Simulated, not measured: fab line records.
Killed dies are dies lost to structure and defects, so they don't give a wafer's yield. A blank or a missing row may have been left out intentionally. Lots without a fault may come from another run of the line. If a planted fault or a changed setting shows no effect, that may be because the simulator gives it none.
One fault seen from 2 desks / flow n5-finfet / what lay behind the numbers comes last; until then each desk has only its own

## TOOL OWNER'S DESK, euv-scanner-02
The tool's own readings at N5_MOL_CONTACT_COAG_EXPOSE_05 (exposes mask CA, defocus 0 nm): means of the sampled wafers that have a number, for each lot that ran on this tool. A lot is out of limits, marked OUT, if its mean lies more than 4 standard deviations from the usual mean; the brackets give that distance.
Columns: A = exposure-dose-mJ-cm2 at N5_MOL_CONTACT_COAG_EXPOSE_05, usual 38.23
lot=L790; first seen here=day 5 02:41; A=38.24
lot=L792; first seen here=day 5 17:51; A=38.24
lot=L797; first seen here=day 6 20:52; A=36.94 (-39) OUT
lot=L799; first seen here=day 7 10:52; A=37.19 (-32) OUT
This desk's verdict: out of limits on L797, L799, starting with L797 at day 6 20:52 (exposure-dose-mJ-cm2 at N5_MOL_CONTACT_COAG_EXPOSE_05). L790, L792 stayed within limits.

## FROM THE METROLOGY DESK
Means of the sampled wafers that have a number, per lot and without regard to the tool the lot ran on: this is what the gauges read. A lot is out of limits, marked OUT, if its mean lies more than 4 standard deviations from the usual mean; the brackets give that distance. Readings shown: 7 out of 14 (the first out of limits, and those lying furthest out on some lot).
Columns: A = cd-nm at N5_MOL_CONTACT_COAG_CD_MEAS_08, usual 28.03 nm; B = DIBL_P at N5_BEOL_M4_RC_MEAS_101, usual 36.2 mV/V; C = IOFF_N at N5_BEOL_M4_RC_MEAS_101, usual 0.16 nA/um; D = ION_N at N5_BEOL_M4_RC_MEAS_101, usual 673 uA/um; E = RC_DENSE_N at N5_BEOL_M4_RC_MEAS_101, usual 18.9 ohm.um; F = RC_N at N5_BEOL_M4_RC_MEAS_101, usual 15.4 ohm.um; G = RC_P at N5_BEOL_M4_RC_MEAS_101, usual 19.3 ohm.um
lot=L790; first seen here=day 5 02:49; A=27.70; B=34.8; C=0.14; D=662; E=19.0; F=15.3; G=19.4
lot=L792; first seen here=day 5 17:59; A=28.05; B=38.1; C=0.18; D=672; E=18.7; F=15.3; G=19.1
lot=L797; first seen here=day 6 20:59; A=27.09; B=37.0; C=0.16; D=663; E=20.8 (+4.2) OUT; F=16.9 (+4.4) OUT; G=21.0
lot=L799; first seen here=day 7 10:59; A=27.45; B=35.0; C=0.16; D=669; E=19.8; F=16.1; G=20.3
lot=L801; first seen here=day 7 21:04; A=28.30; B=36.4; C=0.16; D=671; E=18.4; F=15.0; G=18.8
lot=L804; first seen here=day 8 12:25; A=28.28; B=36.4; C=0.16; D=682; E=18.4; F=15.0; G=18.7
lot=L805; first seen here=day 8 19:53; A=28.11; B=34.5; C=0.15; D=665; E=18.7; F=15.3; G=19.3
lot=L807; first seen here=day 9 10:02; A=27.84; B=36.2; C=0.15; D=665; E=18.7; F=15.3; G=19.0
lot=L810; first seen here=day 10 03:25; A=28.20; B=35.4; C=0.13; D=663; E=18.5; F=15.1; G=19.2
lot=L811; first seen here=day 10 09:41; A=27.75; B=40.4; C=0.22; D=697; E=19.2; F=15.8; G=19.7
This desk's finding: out of limits on L797; first on L797, day 9 14:40 (RC_DENSE_N at N5_BEOL_M4_RC_MEAS_101). L790, L792, L799, L801, L804, L805, L807, L810, L811 stayed within limits.

## BROUGHT TOGETHER
At day 6 20:52, on L797, L799, the tool owner's desk was in a position to raise an alarm.
L797 would have let the metrology desk raise an alarm at day 9 14:40.
The metrology desk holds a record of L799, inside its limits.
Of the lots named, all ran N5_MOL_CONTACT_COAG_EXPOSE_05 on euv-scanner-02.

## WHAT THE SIMULATOR HAD INSERTED
Drift in process parameters on euv-scanner-02 at N5_MOL_CONTACT_COAG_EXPOSE_05, starting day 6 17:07. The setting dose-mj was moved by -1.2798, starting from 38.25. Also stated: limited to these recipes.
Lots struck among those shown: L797, L799.
Fault start to first reading out of limits, in hours, per desk: tool owner, 4; metrology, 70.
